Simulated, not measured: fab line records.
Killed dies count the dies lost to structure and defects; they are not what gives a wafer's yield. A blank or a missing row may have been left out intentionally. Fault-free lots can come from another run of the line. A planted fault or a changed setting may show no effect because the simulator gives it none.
fab line records ; flow n5_finfet
record lots=7; wafers=21
route steps=1938 shown BEOL_M14@1764 MIM_BOT_ETCH@1866 PASSIVATION@1901
start_h: the number of hours between the record's first day and the start of the first shown wafer of the lot ; wait_h: hours from the lot's prior step to this one ; " as in the row above ; L1.1+2: one row covering several wafers at once ; - no value, or no start given ; * or withheld: withheld ; < > ~ a bound
route shown NAME@n: a module of which the file shows steps, and the number in the route of the first ; usual: mean/standard deviation of fault-free wafers ; same: alike in all rows ; chamber/n: place in a boat ; sites: the reading at each site ; _std_site: the standard deviation of these ; _edge_site: the outer-site mean with the inner-site mean subtracted ; radius_mm: how far each site lies from the wafer's centre ; mask NAME#n: copy n ; behind: tool/chamber where the wafer was last shaped ; hold: the reason the lot was held/the length of the hold in hours/how it ended ; device: whichever transistor did not switch (one of n, p or np) ; end of line: the tests these same wafers got at the end of their route ; for a step that has no rows: nothing shown but its recipe ; killed: the dies lost at the first sort to structure and to defects; this is not the yield of the wafer ; map: per-die view of a wafer (x killed, . not killed, _ where there is no die)
set.NAME: the setting as run; set.NAME@STEP: as run at that earlier step ; model.NAME: the simulator's own value behind a step, which no gauge read
lots run with intentionally changed settings; tables by step, rows by wafer
## steps
# step N5_BEOL_M14_SPUTTER_45
# recipe material=Cu; target_thk_a=1000; temp_c=-20; bias_v=60; power_w=26000; chamber_pressure_pa=0.13; time_s=16.67
lot.wafer;tool;chamber;start_h;wait_h;set.power_w
L074.2+3+6;pvd_sputter-01;-;238.95;0.0;26000
L076.1+6;pvd_sputter-02;-;254.61;0.0;21390
L076.4;pvd_sputter-02;-;254.61;0.0;26000
L077.1+4+5;pvd_sputter-01;-;259.63;0.0;22020
L081.1+3+5;pvd_sputter-02;-;283.60;0.0;26000
L082.2+5;pvd_sputter-02;-;295.11;0.0;24580
L082.4;pvd_sputter-02;-;295.11;0.0;26000
L089.1;pvd_sputter-02;-;337.00;0.0;26000
L089.2+3;pvd_sputter-02;-;337.00;0.0;28710
L090.2+3;pvd_sputter-03;-;341.47;0.0;26000
L090.5;pvd_sputter-03;-;341.47;0.0;29550
# step N5_BEOL_M14_ECD_47
# recipe material=Cu; target_thk_a=12480
# step N5_BEOL_M14_ANNEAL_48
# recipe temp_c=225; time_s=90; ambient=N2
# step N5_BEOL_M14_CMP_49
# recipe stop_on=SiO2; t_overpolish_s=5.2; down_force_psi=2; platen_rpm=80; clearing_platen_down_force_psi=2; clearing_platen_rpm=80; post_cmp_clean=cu_alkaline; target_thk_nm=560; clearing_platen_pad_velocity_m_s=1.5917; pad_velocity_m_s=1.5917
lot.wafer;tool;chamber;start_h;wait_h;set.time_s@BEOL_M14_TRENCH_ETCH_34;model.Cu_of_BEOL_M14_ECD_47.thk_nm
L074.3;cmp-01;1;240.83;0.3;126.9;566
L074.2;cmp-01;3;240.83;0.3;126.9;543.6
L074.6;cmp-01;1;240.83;0.3;126.9;566.6
L076.4;cmp-02;0;255.21;0.1;108;469.2
L076.1;cmp-02;2;255.21;0.1;126.9;-
L076.6;cmp-02;0;255.21;0.1;108;-
L077.1+4+5;cmp-03;1,3,0;260.34;0.3;126.9;-
L081.3;cmp-03;2;284.81;0.2;126.9;532.4
L081.1;cmp-03;3;284.81;0.2;101.7;459.2
L081.5;cmp-03;1;284.81;0.2;126.9;543
L082.4;cmp-02;0;295.72;0.1;100.3;412.8
L082.2+5;cmp-02;3,0;295.72;0.1;126.9;-
L089.1;cmp-01;0;337.61;0.3;126.9;573.8
L089.2+3;cmp-01;1,2;337.61;0.3;126.9;-
L090.2;cmp-01;2;342.41;0.2;126.9;559
L090.3;cmp-01;1;342.41;0.2;102.3;442.2
L090.5;cmp-01;3;342.41;0.2;102.3;-
# step N5_BEOL_M14_PRE_CLEAN_52
# recipe gas=NH3; time_s=15; temp_c=withheld; rf_power_w=300
# step N5_BEOL_M14_DEP_53
# recipe material=SiCN; target_thk_a=500; temp_c=withheld; precursor=3MS/NH3; pressure_torr=3; rf_w=675; time_s=17.8
# step N5_BEOL_M14_RS_MEAS_54
# recipe thk_meas_gauge=four-point-probe; reads=Cu_of_BEOL_M14_ECD_47+Ta_of_BEOL_M14_SPUTTER_44+TaN_of_BEOL_M14_SPUTTER_43
# usual M14_RS=0.0337/0.0011
lot.wafer;tool;chamber;start_h;wait_h;set.time_s@BEOL_M14_TRENCH_ETCH_34;M14_RS[ohm/sq]
L074.2;film_metro-02;-;241.25;0.1;126.9;0.0342
L074.3;film_metro-02;-;241.25;0.1;126.9;0.0329
L074.6;film_metro-02;-;241.25;0.1;126.9;0.0328
L076.1;film_metro-01;-;255.64;0.0;126.9;0.0353
L076.4;film_metro-01;-;255.64;0.0;108;0.0398
L076.6;film_metro-01;-;255.64;0.0;108;0.0389
L077.1;film_metro-01;-;260.72;0.0;126.9;0.0354
L077.4;film_metro-01;-;260.72;0.0;126.9;0.0352
L077.5;film_metro-01;-;260.72;0.0;126.9;0.0354
L081.1;film_metro-01;-;285.19;0.0;101.7;0.0407
L081.3;film_metro-01;-;285.19;0.0;126.9;0.0351
L081.5;film_metro-01;-;285.19;0.0;126.9;0.0343
L082.2;film_metro-01;-;296.14;0.1;126.9;0.0332
L082.4;film_metro-01;-;296.14;0.1;100.3;0.0453
L082.5;film_metro-01;-;296.14;0.1;126.9;0.0338
L089.1;film_metro-01;-;338.03;0.0;126.9;0.0323
L089.2;film_metro-01;-;338.03;0.0;126.9;0.0353
L089.3;film_metro-01;-;338.03;0.0;126.9;0.0349
L090.2;film_metro-02;-;342.83;0.1;126.9;0.0332
L090.3;film_metro-02;-;342.83;0.1;102.3;0.0423
L090.5;film_metro-02;-;342.83;0.1;102.3;0.0411
# step N5_MIM_BOT_ETCH_ETCH_04
# recipe chemistry=CF4/O2; target=SiNx; target_depth_a=260; time_s=13; ion_energy_ev=100; pressure_mtorr=40; source_w=535; bias_w=49; Ar_flow_sccm=100; cf4_flow_sccm=100; O2_flow_sccm=10
lot.wafer;tool;chamber;start_h;wait_h;set.time_s;model.etch.depth_nm
L074.2;rie_diel-03;3;255.15;0.0;13;24.91
L074.3;rie_diel-03;2;255.15;0.0;13;24.64
L074.6;rie_diel-03;1;255.15;0.0;13;25.48
L076.1;rie_diel-03;2;267.61;0.0;13;24.84
L076.4;rie_diel-03;3;267.61;0.0;13;24.7
L076.6;rie_diel-03;1;267.61;0.0;13;25.41
L077.1;rie_diel-03;1;271.62;0.0;14.12;27.76
L077.4;rie_diel-03;3;271.62;0.0;14.12;26.71
L077.5;rie_diel-03;3;271.62;0.0;13;24.73
L081.1;rie_diel-06;1;296.20;0.0;15.5;31.53
L081.3;rie_diel-06;0;296.20;0.0;15.5;29.76
L081.5;rie_diel-06;1;296.20;0.0;15.5;31.4
L082.2;rie_diel-02;1;305.27;0.0;14.09;27.7
L082.4;rie_diel-02;2;305.27;0.0;13;26.8
L082.5;rie_diel-02;1;305.27;0.0;13;25.53
L089.1;rie_diel-03;1;347.64;0.0;13;25.42
L089.2;rie_diel-03;0;347.64;0.0;13;27.32
L089.3;rie_diel-03;3;347.64;0.0;13;24.72
L090.2;rie_diel-06;3;354.61;0.0;13;25.4
L090.3;rie_diel-06;1;354.61;0.0;15.34;30.83
L090.5;rie_diel-06;3;354.61;0.0;15.34;29.99
# step N5_PASSIVATION_EXPOSE_27
# recipe mask_id=PAD; na=0.55; source_shape=conventional; sigma_outer=0.8; polarization=unpolarized; defocus_nm=0; dose_mj=32.3
lot.wafer;tool;chamber;start_h;wait_h;mask;set.dose_mj
L074.2+3+6;krf_scanner-01;0;259.29;-;PAD#0;32.3
L076.1+6;krf_scanner-01;0;271.56;-;PAD#0;32.96
L076.4;krf_scanner-01;0;271.56;-;PAD#0;32.3
L077.1+4;krf_scanner-01;0;276.04;-;PAD#0;33.81
L077.5;krf_scanner-01;0;276.04;-;PAD#0;32.3
L081.1+3;krf_scanner-02;0;299.90;-;PAD#0;34.55
L081.5;krf_scanner-02;0;299.90;-;PAD#0;32.3
L082.2+4+5;krf_scanner-01;0;309.03;-;PAD#0;32.3
L089.1+2+3;krf_scanner-01;0;352.83;-;PAD#0;32.3
L090.2+5;krf_scanner-02;0;357.22;-;PAD#0;32.3
L090.3;krf_scanner-02;0;357.22;-;PAD#0;30.97
# step N5_PASSIVATION_PEB_28
# recipe peb_temp_c=withheld; peb_time_s=*
# step N5_PASSIVATION_DEVELOP_29
# recipe develop_time_s=60; rinse_liquid=diw; dry=air_spin; dev_temp_c=21
# step N5_PASSIVATION_HARDBAKE_31
# recipe temp_c=130; time_s=120
# step N5_PASSIVATION_CD_MEAS_30
# recipe target_cd_nm=4000; landing_energy_ev=500; detector=se_inlens; polarity=opening
# usual cd_nm=4001.2/2.4
lot.wafer;tool;chamber;start_h;wait_h;set.dose_mj@PASSIVATION_EXPOSE_27;cd_nm
L074.2;cd_sem-02;0;259.46;-;32.3;4004.9
L074.3;cd_sem-02;0;259.46;-;32.3;4004.6
L074.6;cd_sem-02;0;259.46;-;32.3;4003.5
L076.1;cd_sem-02;0;271.74;-;32.96;4002.2
L076.4;cd_sem-02;0;271.74;-;32.3;3999.9
L076.6;cd_sem-02;0;271.74;-;32.96;3999.3
L077.1;cd_sem-03;0;276.22;-;33.81;4011.1
L077.4;cd_sem-03;0;276.22;-;33.81;4007.8
L077.5;cd_sem-03;0;276.22;-;32.3;4004.4
L081.1;cd_sem-03;0;300.08;-;34.55;4007.2
L081.3;cd_sem-03;0;300.08;-;34.55;4013.8
L081.5;cd_sem-03;0;300.08;-;32.3;3997.8
L082.2;cd_sem-03;0;309.21;-;32.3;4002.2
L082.4;cd_sem-03;0;309.21;-;32.3;4000.8
L082.5;cd_sem-03;0;309.21;-;32.3;4003.0
L089.1;cd_sem-03;0;353.00;-;32.3;4001.3
L089.2;cd_sem-03;0;353.00;-;32.3;4003.5
L089.3;cd_sem-03;0;353.00;-;32.3;4004.2
L090.2;cd_sem-02;0;357.39;-;32.3;4002.9
L090.3;cd_sem-02;0;357.39;-;30.97;3995.4
L090.5;cd_sem-02;0;357.39;-;32.3;4004.7
## key
split step=N5_BEOL_M14_SPUTTER_45; setting=power_w; stated=26000; by=wafer
response none clear
split step=N5_MIM_BOT_ETCH_ETCH_04; setting=time_s; stated=13; by=wafer
response step=N5_MIM_BOT_ETCH_ETCH_04; reading=model.etch.depth_nm; change=+0.266; per=1%; r=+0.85
split step=N5_PASSIVATION_EXPOSE_27; setting=dose_mj; stated=32.3; by=wafer
response step=N5_PASSIVATION_CD_MEAS_30; reading=cd_nm; change=+1.62; per=1%; r=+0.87
split outside_this_file step=N5_BEOL_M14_TRENCH_ETCH_34 setting=time_s
# split outside_this_file: this setting was split too, and the file shows its column; the key of that split is in another file
